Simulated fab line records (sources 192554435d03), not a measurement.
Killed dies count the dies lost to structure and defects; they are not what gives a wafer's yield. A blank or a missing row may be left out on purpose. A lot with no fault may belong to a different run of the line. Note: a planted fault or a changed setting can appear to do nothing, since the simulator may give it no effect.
fab line records / flow n5Finfet / part 2 of 2: steps 23 to 35 of 35
record lots=5 wafers=15 lastDay=18
route steps=1938 shown MIM_TOP_ETCH@1852 MIM_BOT_LITHO@1854 MIM_BOT_ETCH@1866 PASS1_CAP@1873 TV_LITHO@1875
lots that met no fault: from a run of the same line without faults
startH: start of the lot's first displayed wafer, in hours after the record's first day / waitH: hours elapsed since this lot's preceding step / " as in the row above / L1.1+2: one row covering several wafers at once / - no value, or no start given / * or withheld: withheld / < > ~ a bound
route shown NAME@n: a module of which the file shows steps, and the number in the route of the first / usual: mean and standard deviation over wafers with no fault / same: alike in all rows / chamber/n: place in a boat / sites: per-site readings / _std_site: their standard deviation / _edge_site: mean of outer sites minus mean of inner sites / radiusMm: how far each site lies from the wafer's centre / mask NAME#n: copy n / behind: the most recent tool/chamber to have shaped the wafer / hold: why the lot was held/for how many hours/how that ended / device: whichever transistor did not switch (one of n, p or np) / end of line: the tests these same wafers got at the end of their route / a step with no rows: only its recipe / killed: at the first sort, the dies lost to defects and structure; wafer yield is something else / map: a wafer's dies, marking killed ones x, the rest . and places with no die _
set.NAME: the setting that was run; set.NAME@STEP: the one run at that earlier step / model.NAME: the simulator's own value behind a step, which no gauge read
lots at selected steps of the route; one table per step, one row per wafer
services: from which hour (startH, from the record's first day; less than 0 if before it) a tool's chamber was out of use, for how many hours, and why
## steps
# step N5_PASSIVATION_PECVD_01
# recipe material=SiNx targetThkA=2000 tempC=400 precursor=SiH4/NH3/N2 pressureTorr=4.9 rfW=1406 timeS=43.2
# usual heaterPowerW=366/92 showerheadPlenumPTorr=8.70/0.07 throttleValvePct=28.6/1.5
# same timeS=43.2
lot.wafer=L082.1 tool=pecvd-01 chamber=0 startH=334.26 waitH=0.0 heaterPowerW=339 showerheadPlenumPTorr=8.74 throttleValvePct=28.7
lot.wafer=L082.2 tool=pecvd-01 chamber=1 startH=334.26 waitH=0.0 heaterPowerW=463 showerheadPlenumPTorr=8.66 throttleValvePct=30.5
lot.wafer=L082.3 tool=pecvd-01 chamber=2 startH=334.26 waitH=0.0 heaterPowerW=355 showerheadPlenumPTorr=8.69 throttleValvePct=27.2
lot.wafer=L083.1 tool=pecvd-02 chamber=2 startH=346.08 waitH=0.0 heaterPowerW=314 showerheadPlenumPTorr=8.77 throttleValvePct=26.5
lot.wafer=L083.2 tool=pecvd-02 chamber=0 startH=346.08 waitH=0.0 heaterPowerW=297 showerheadPlenumPTorr=8.65 throttleValvePct=30.6
lot.wafer=L083.5 tool=pecvd-02 chamber=1 startH=346.08 waitH=0.0 heaterPowerW=165 showerheadPlenumPTorr=8.56 throttleValvePct=29.0
lot.wafer=L085.1 tool=pecvd-01 chamber=1 startH=369.06 waitH=0.0 heaterPowerW=547 showerheadPlenumPTorr=8.66 throttleValvePct=30.7
lot.wafer=L085.5 tool=pecvd-01 chamber=2 startH=369.06 waitH=0.0 heaterPowerW=299 showerheadPlenumPTorr=8.70 throttleValvePct=27.2
lot.wafer=L085.6 tool=pecvd-01 chamber=1 startH=369.06 waitH=0.0 heaterPowerW=554 showerheadPlenumPTorr=8.66 throttleValvePct=30.6
lot.wafer=L090.1 tool=pecvd-02 chamber=0 startH=390.43 waitH=0.0 heaterPowerW=285 showerheadPlenumPTorr=8.65 throttleValvePct=30.6
lot.wafer=L090.3 tool=pecvd-02 chamber=0 startH=390.43 waitH=0.0 heaterPowerW=293 showerheadPlenumPTorr=8.66 throttleValvePct=30.4
lot.wafer=L090.5 tool=pecvd-02 chamber=2 startH=390.43 waitH=0.0 heaterPowerW=339 showerheadPlenumPTorr=8.76 throttleValvePct=26.5
lot.wafer=L092.3 tool=pecvd-04 chamber=1 startH=424.84 waitH=0.0 heaterPowerW=550 showerheadPlenumPTorr=8.75 throttleValvePct=30.2
lot.wafer=L092.4 tool=pecvd-04 chamber=0 startH=424.84 waitH=0.0 heaterPowerW=394 showerheadPlenumPTorr=8.80 throttleValvePct=27.9
lot.wafer=L092.6 tool=pecvd-04 chamber=2 startH=424.84 waitH=0.0 heaterPowerW=417 showerheadPlenumPTorr=8.73 throttleValvePct=27.7
# step N5_PASSIVATION_HMDS_03
# recipe timeS=60 tempC=120
# same timeS=60
lot.wafer=L082.1+2+3 tool=lithoTrack-03 chamber=0 startH=340.97 waitH=6.7
lot.wafer=L083.1+2+5 tool=lithoTrack-03 chamber=0 startH=348.10 waitH=2.0
lot.wafer=L085.1+5+6 tool=lithoTrack-04 chamber=0 startH=369.28 waitH=0.2
lot.wafer=L090.1+3+5 tool=lithoTrack-03 chamber=0 startH=390.60 waitH=0.1
lot.wafer=L092.3+4+6 tool=lithoTrack-04 chamber=0 startH=424.93 waitH=0.1
# step N5_PASSIVATION_COAT_04
# recipe spinRpm=* resistThkNm=*
lot.wafer=L082.1+2+3 tool=lithoTrack-03 chamber=0 startH=- waitH=-
lot.wafer=L083.1+2+5 tool=lithoTrack-03 chamber=0 startH=- waitH=-
lot.wafer=L085.1+5+6 tool=lithoTrack-04 chamber=0 startH=- waitH=-
lot.wafer=L090.1+3+5 tool=lithoTrack-03 chamber=0 startH=- waitH=-
lot.wafer=L092.3+4+6 tool=lithoTrack-04 chamber=0 startH=- waitH=-
# step N5_PASSIVATION_EBR_06
# recipe solvent=PGMEA ebrWidthMm=1.5
lot.wafer=L082.1+2+3 tool=lithoTrack-03 chamber=0 startH=- waitH=-
lot.wafer=L083.1+2+5 tool=lithoTrack-03 chamber=0 startH=- waitH=-
lot.wafer=L085.1+5+6 tool=lithoTrack-04 chamber=0 startH=- waitH=-
lot.wafer=L090.1+3+5 tool=lithoTrack-03 chamber=0 startH=- waitH=-
lot.wafer=L092.3+4+6 tool=lithoTrack-04 chamber=0 startH=- waitH=-
# step N5_PASSIVATION_SOFTBAKE_05
# recipe tempC=100 timeS=90
# same timeS=90
lot.wafer=L082.1+2+3 tool=lithoTrack-03 chamber=0 startH=- waitH=-
lot.wafer=L083.1+2+5 tool=lithoTrack-03 chamber=0 startH=- waitH=-
lot.wafer=L085.1+5+6 tool=lithoTrack-04 chamber=0 startH=- waitH=-
lot.wafer=L090.1+3+5 tool=lithoTrack-03 chamber=0 startH=- waitH=-
lot.wafer=L092.3+4+6 tool=lithoTrack-04 chamber=0 startH=- waitH=-
# step N5_PASSIVATION_EXPOSE_07
# recipe maskId=TV na=0.55 sourceShape=conventional sigmaOuter=0.8 polarization=unpolarized defocusNm=0 targetCdNm=3000 doseMj=22.75
# usual stageVelMmS=499.97/0.26
lot.wafer=L082.1 tool=krfScanner-02 chamber=0 startH=341.21 waitH=- mask=TV#0 stageVelMmS=499.51
lot.wafer=L082.2 tool=krfScanner-02 chamber=0 startH=341.21 waitH=- mask=TV#0 stageVelMmS=500.14
lot.wafer=L082.3 tool=krfScanner-02 chamber=0 startH=341.21 waitH=- mask=TV#0 stageVelMmS=499.72
lot.wafer=L083.1 tool=krfScanner-01 chamber=0 startH=348.22 waitH=- mask=TV#0 stageVelMmS=499.80
lot.wafer=L083.2 tool=krfScanner-01 chamber=0 startH=348.22 waitH=- mask=TV#0 stageVelMmS=499.94
lot.wafer=L083.5 tool=krfScanner-01 chamber=0 startH=348.22 waitH=- mask=TV#0 stageVelMmS=500.08
lot.wafer=L085.1 tool=krfScanner-01 chamber=0 startH=369.51 waitH=- mask=TV#0 stageVelMmS=500.30
lot.wafer=L085.5 tool=krfScanner-01 chamber=0 startH=369.51 waitH=- mask=TV#0 stageVelMmS=499.86
lot.wafer=L085.6 tool=krfScanner-01 chamber=0 startH=369.51 waitH=- mask=TV#0 stageVelMmS=499.95
lot.wafer=L090.1 tool=krfScanner-02 chamber=0 startH=390.83 waitH=- mask=TV#0 stageVelMmS=499.86
lot.wafer=L090.3 tool=krfScanner-02 chamber=0 startH=390.83 waitH=- mask=TV#0 stageVelMmS=500.15
lot.wafer=L090.5 tool=krfScanner-02 chamber=0 startH=390.83 waitH=- mask=TV#0 stageVelMmS=499.82
lot.wafer=L092.3 tool=krfScanner-01 chamber=0 startH=425.17 waitH=- mask=TV#0 stageVelMmS=500.55
lot.wafer=L092.4 tool=krfScanner-01 chamber=0 startH=425.17 waitH=- mask=TV#0 stageVelMmS=500.01
lot.wafer=L092.6 tool=krfScanner-01 chamber=0 startH=425.17 waitH=- mask=TV#0 stageVelMmS=500.55
# step N5_PASSIVATION_PEB_08
# recipe pebTempC=withheld pebTimeS=*
lot.wafer=L082.1+2+3 tool=lithoTrack-05 chamber=0 startH=341.26 waitH=0.1
lot.wafer=L083.1+2+5 tool=lithoTrack-05 chamber=0 startH=348.27 waitH=0.1
lot.wafer=L085.1+5+6 tool=lithoTrack-05 chamber=0 startH=369.57 waitH=0.1
lot.wafer=L090.1+3+5 tool=lithoTrack-03 chamber=0 startH=390.89 waitH=0.1
lot.wafer=L092.3+4+6 tool=lithoTrack-05 chamber=0 startH=425.22 waitH=0.0
# step N5_PASSIVATION_DEVELOP_09
# recipe developTimeS=60 rinseLiquid=diw dry=airSpin devTempC=21
lot.wafer=L082.1+2+3 tool=lithoTrack-05 chamber=0 startH=- waitH=-
lot.wafer=L083.1+2+5 tool=lithoTrack-05 chamber=0 startH=- waitH=-
lot.wafer=L085.1+5+6 tool=lithoTrack-05 chamber=0 startH=- waitH=-
lot.wafer=L090.1+3+5 tool=lithoTrack-03 chamber=0 startH=- waitH=-
lot.wafer=L092.3+4+6 tool=lithoTrack-05 chamber=0 startH=- waitH=-
# step N5_PASSIVATION_HARDBAKE_11
# recipe tempC=130 timeS=120
# same timeS=120
lot.wafer=L082.1+2+3 tool=lithoTrack-05 chamber=0 startH=- waitH=-
lot.wafer=L083.1+2+5 tool=lithoTrack-05 chamber=0 startH=- waitH=-
lot.wafer=L085.1+5+6 tool=lithoTrack-05 chamber=0 startH=- waitH=-
lot.wafer=L090.1+3+5 tool=lithoTrack-03 chamber=0 startH=- waitH=-
lot.wafer=L092.3+4+6 tool=lithoTrack-05 chamber=0 startH=- waitH=-
# step N5_PASSIVATION_CD_MEAS_10
# recipe targetCdNm=3000 landingEnergyEv=500 detector=seInlens
# usual cdNm=3001.0/2.1
lot.wafer=L082.1 tool=cdSem-01 chamber=0 startH=341.38 waitH=- cdNm=3002.7
lot.wafer=L082.2 tool=cdSem-01 chamber=0 startH=341.38 waitH=- cdNm=2999.1
lot.wafer=L082.3 tool=cdSem-01 chamber=0 startH=341.38 waitH=- cdNm=3001.8
lot.wafer=L083.1 tool=cdSem-02 chamber=0 startH=348.39 waitH=- cdNm=3000.6
lot.wafer=L083.2 tool=cdSem-02 chamber=0 startH=348.39 waitH=- cdNm=3002.6
lot.wafer=L083.5 tool=cdSem-02 chamber=0 startH=348.39 waitH=- cdNm=2999.6
lot.wafer=L085.1 tool=cdSem-03 chamber=0 startH=369.69 waitH=- cdNm=2999.7
lot.wafer=L085.5 tool=cdSem-03 chamber=0 startH=369.69 waitH=- cdNm=2999.8
lot.wafer=L085.6 tool=cdSem-03 chamber=0 startH=369.69 waitH=- cdNm=2998.4
lot.wafer=L090.1 tool=cdSem-03 chamber=0 startH=391.01 waitH=- cdNm=2999.7
lot.wafer=L090.3 tool=cdSem-03 chamber=0 startH=391.01 waitH=- cdNm=2997.5
lot.wafer=L090.5 tool=cdSem-03 chamber=0 startH=391.01 waitH=- cdNm=3002.1
lot.wafer=L092.3 tool=cdSem-02 chamber=0 startH=425.34 waitH=- cdNm=2998.4
lot.wafer=L092.4 tool=cdSem-02 chamber=0 startH=425.34 waitH=- cdNm=2999.7
lot.wafer=L092.6 tool=cdSem-02 chamber=0 startH=425.34 waitH=- cdNm=3000.7
# step N5_PASSIVATION_OVL_MEAS_60
# recipe pointsPerWafer=44
# usual TV_OVL=-2/6
lot.wafer=L082.1 tool=overlay-01 chamber=0 startH=341.41 waitH=0.0 TV_OVL[nm]=-2
lot.wafer=L082.2 tool=overlay-01 chamber=0 startH=341.41 waitH=0.0 TV_OVL[nm]=-3
lot.wafer=L082.3 tool=overlay-01 chamber=0 startH=341.41 waitH=0.0 TV_OVL[nm]=-1
lot.wafer=L083.1 tool=overlay-02 chamber=0 startH=348.42 waitH=0.0 TV_OVL[nm]=-12
lot.wafer=L083.2 tool=overlay-02 chamber=0 startH=348.42 waitH=0.0 TV_OVL[nm]=-9
lot.wafer=L083.5 tool=overlay-02 chamber=0 startH=348.42 waitH=0.0 TV_OVL[nm]=-8
lot.wafer=L085.1 tool=overlay-01 chamber=0 startH=369.72 waitH=0.0 TV_OVL[nm]=-10
lot.wafer=L085.5 tool=overlay-01 chamber=0 startH=369.72 waitH=0.0 TV_OVL[nm]=-14
lot.wafer=L085.6 tool=overlay-01 chamber=0 startH=369.72 waitH=0.0 TV_OVL[nm]=-7
lot.wafer=L090.1 tool=overlay-02 chamber=0 startH=391.04 waitH=0.0 TV_OVL[nm]=-1
lot.wafer=L090.3 tool=overlay-02 chamber=0 startH=391.04 waitH=0.0 TV_OVL[nm]=7
lot.wafer=L090.5 tool=overlay-02 chamber=0 startH=391.04 waitH=0.0 TV_OVL[nm]=6
lot.wafer=L092.3 tool=overlay-02 chamber=0 startH=425.37 waitH=0.0 TV_OVL[nm]=-5
lot.wafer=L092.4 tool=overlay-02 chamber=0 startH=425.37 waitH=0.0 TV_OVL[nm]=-1
lot.wafer=L092.6 tool=overlay-02 chamber=0 startH=425.37 waitH=0.0 TV_OVL[nm]=-6
# step N5_PASSIVATION_INSPECT_61
# recipe mode=adi inspectInstrument=macro
# usual rawDefectCount=2.2/1.4
lot.wafer=L082.1 tool=defectInspect-01 chamber=- startH=341.44 waitH=0.0 rawDefectCount=2
lot.wafer=L082.2 tool=defectInspect-01 chamber=- startH=341.44 waitH=0.0 rawDefectCount=3
lot.wafer=L082.3 tool=defectInspect-01 chamber=- startH=341.44 waitH=0.0 rawDefectCount=7
lot.wafer=L083.1 tool=defectInspect-02 chamber=- startH=348.45 waitH=0.0 rawDefectCount=2
lot.wafer=L083.2 tool=defectInspect-02 chamber=- startH=348.45 waitH=0.0 rawDefectCount=1
lot.wafer=L083.5 tool=defectInspect-02 chamber=- startH=348.45 waitH=0.0 rawDefectCount=1
lot.wafer=L085.1 tool=defectInspect-02 chamber=- startH=369.74 waitH=0.0 rawDefectCount=2
lot.wafer=L085.5 tool=defectInspect-02 chamber=- startH=369.74 waitH=0.0 rawDefectCount=5
lot.wafer=L085.6 tool=defectInspect-02 chamber=- startH=369.74 waitH=0.0 rawDefectCount=4
lot.wafer=L090.1 tool=defectInspect-01 chamber=- startH=391.06 waitH=0.0 rawDefectCount=1
lot.wafer=L090.3 tool=defectInspect-01 chamber=- startH=391.06 waitH=0.0 rawDefectCount=2
lot.wafer=L090.5 tool=defectInspect-01 chamber=- startH=391.06 waitH=0.0 rawDefectCount=3
lot.wafer=L092.3 tool=defectInspect-02 chamber=- startH=425.39 waitH=0.0 rawDefectCount=3
lot.wafer=L092.4 tool=defectInspect-02 chamber=- startH=425.39 waitH=0.0 rawDefectCount=1
lot.wafer=L092.6 tool=defectInspect-02 chamber=- startH=425.39 waitH=0.0 rawDefectCount=2
# step N5_PASSIVATION_DESCUM_12
# recipe chemistry=O2 timeS=7.9 sourcePowerW=50 biasPowerW=20 pressureMtorr=20 rfFrequencyHz=2.712e+07 tempC=40 o2FlowSccm=225
# usual drypumpMotorCurrentA=5.77/0.26 oesProductAu=0.79/0.079 rfVppV=243.3/1.5 showerheadPlenumPTorr=2.11/0.071 throttleValvePct=20.36/0.26
# same timeS=7.9
lot.wafer=L082.1 tool=rieDiel-06 chamber=2 startH=341.47 waitH=0.0 drypumpMotorCurrentA=5.83 oesProductAu=0.73 rfHoursCounterH=200 rfVppV=240.6 showerheadPlenumPTorr=2.08 throttleValvePct=20.67
lot.wafer=L082.2 tool=rieDiel-06 chamber=0 startH=341.47 waitH=0.0 drypumpMotorCurrentA=6.06 oesProductAu=0.68 rfHoursCounterH=248 rfVppV=242.2 showerheadPlenumPTorr=2.04 throttleValvePct=20.48
lot.wafer=L082.3 tool=rieDiel-06 chamber=3 startH=341.47 waitH=0.0 drypumpMotorCurrentA=5.85 oesProductAu=0.81 rfHoursCounterH=94 rfVppV=242.7 showerheadPlenumPTorr=2.01 throttleValvePct=20.02
lot.wafer=L083.1 tool=rieDiel-03 chamber=3 startH=348.48 waitH=0.0 drypumpMotorCurrentA=5.47 oesProductAu=0.75 rfHoursCounterH=171 rfVppV=242.5 showerheadPlenumPTorr=2.00 throttleValvePct=20.60
lot.wafer=L083.2 tool=rieDiel-03 chamber=1 startH=348.48 waitH=0.0 drypumpMotorCurrentA=6.32 oesProductAu=0.69 rfHoursCounterH=215 rfVppV=243.4 showerheadPlenumPTorr=2.17 throttleValvePct=20.22
lot.wafer=L083.5 tool=rieDiel-03 chamber=0 startH=348.48 waitH=0.0 drypumpMotorCurrentA=5.65 oesProductAu=0.83 rfHoursCounterH=- rfVppV=243.4 showerheadPlenumPTorr=2.13 throttleValvePct=20.41
lot.wafer=L085.1 tool=rieDiel-05 chamber=3 startH=369.98 waitH=0.2 drypumpMotorCurrentA=5.61 oesProductAu=0.83 rfHoursCounterH=74 rfVppV=244.8 showerheadPlenumPTorr=2.10 throttleValvePct=20.36
lot.wafer=L085.5 tool=rieDiel-05 chamber=0 startH=369.98 waitH=0.2 drypumpMotorCurrentA=5.64 oesProductAu=0.86 rfHoursCounterH=- rfVppV=244.9 showerheadPlenumPTorr=2.11 throttleValvePct=19.91
lot.wafer=L085.6 tool=rieDiel-05 chamber=3 startH=369.98 waitH=0.2 drypumpMotorCurrentA=5.62 oesProductAu=0.82 rfHoursCounterH=- rfVppV=243.0 showerheadPlenumPTorr=2.10 throttleValvePct=20.37
lot.wafer=L090.1 tool=rieDiel-03 chamber=3 startH=391.32 waitH=0.3 drypumpMotorCurrentA=5.46 oesProductAu=0.73 rfHoursCounterH=185 rfVppV=243.3 showerheadPlenumPTorr=2.00 throttleValvePct=20.60
lot.wafer=L090.3 tool=rieDiel-03 chamber=1 startH=391.32 waitH=0.3 drypumpMotorCurrentA=6.32 oesProductAu=0.67 rfHoursCounterH=229 rfVppV=244.0 showerheadPlenumPTorr=2.16 throttleValvePct=20.25
lot.wafer=L090.5 tool=rieDiel-03 chamber=1 startH=391.32 waitH=0.3 drypumpMotorCurrentA=6.32 oesProductAu=0.67 rfHoursCounterH=- rfVppV=242.5 showerheadPlenumPTorr=2.16 throttleValvePct=20.24
lot.wafer=L092.3 tool=rieDiel-06 chamber=2 startH=425.53 waitH=0.1 drypumpMotorCurrentA=5.84 oesProductAu=0.71 rfHoursCounterH=229 rfVppV=242.1 showerheadPlenumPTorr=2.07 throttleValvePct=20.72
lot.wafer=L092.4 tool=rieDiel-06 chamber=3 startH=425.53 waitH=0.1 drypumpMotorCurrentA=5.86 oesProductAu=0.78 rfHoursCounterH=123 rfVppV=241.0 showerheadPlenumPTorr=2.00 throttleValvePct=20.07
lot.wafer=L092.6 tool=rieDiel-06 chamber=1 startH=425.53 waitH=0.1 drypumpMotorCurrentA=5.41 oesProductAu=0.72 rfHoursCounterH=- rfVppV=244.3 showerheadPlenumPTorr=2.16 throttleValvePct=20.64
## services
tool=rieDiel-05 chamber=1 startH=312.03 hours=4.2 kind=repair
tool=krfScanner-02 chamber=- startH=314.28 hours=0.6 kind=repair
tool=wetBench-01 chamber=- startH=315.41 hours=2.6 kind=repair
tool=lithoTrack-01 chamber=- startH=318.61 hours=- kind=consumableReplace:filter
tool=krfScanner-02 chamber=- startH=319.73 hours=0.2 kind=repair
tool=rieDiel-04 chamber=1 startH=320.36 hours=8.2 kind=repair
tool=rieDiel-05 chamber=- startH=329.63 hours=7.5 kind=repair
tool=krfScanner-01 chamber=- startH=332.65 hours=0.8 kind=pm
tool=lithoTrack-01 chamber=- startH=334.31 hours=- kind=consumableReplace:filter
tool=wetBench-01 chamber=- startH=339.52 hours=1.9 kind=pm
tool=krfScanner-01 chamber=- startH=352.06 hours=1.0 kind=pm
tool=rieDiel-04 chamber=- startH=354.93 hours=2.8 kind=pm
tool=rieMetal-02 chamber=- startH=357.09 hours=2.8 kind=pm
tool=krfScanner-02 chamber=- startH=358.72 hours=1.0 kind=pm
tool=rieDiel-05 chamber=3 startH=365.69 hours=3.9 kind=repair
tool=krfScanner-02 chamber=- startH=366.64 hours=1.3 kind=pm
tool=rieDiel-06 chamber=0 startH=369.06 hours=18.3 kind=repair
tool=rieMetal-01 chamber=- startH=370.90 hours=5.9 kind=repair
tool=pecvd-02 chamber=- startH=385.94 hours=0.4 kind=repair
tool=krfScanner-02 chamber=- startH=394.74 hours=1.2 kind=repair
tool=krfScanner-02 chamber=- startH=400.79 hours=0.8 kind=pm
tool=krfScanner-02 chamber=- startH=402.51 hours=7.2 kind=pm
tool=rieDiel-06 chamber=0 startH=414.97 hours=6.0 kind=repair
tool=rieDiel-01 chamber=3 startH=425.38 hours=4.0 kind=repair
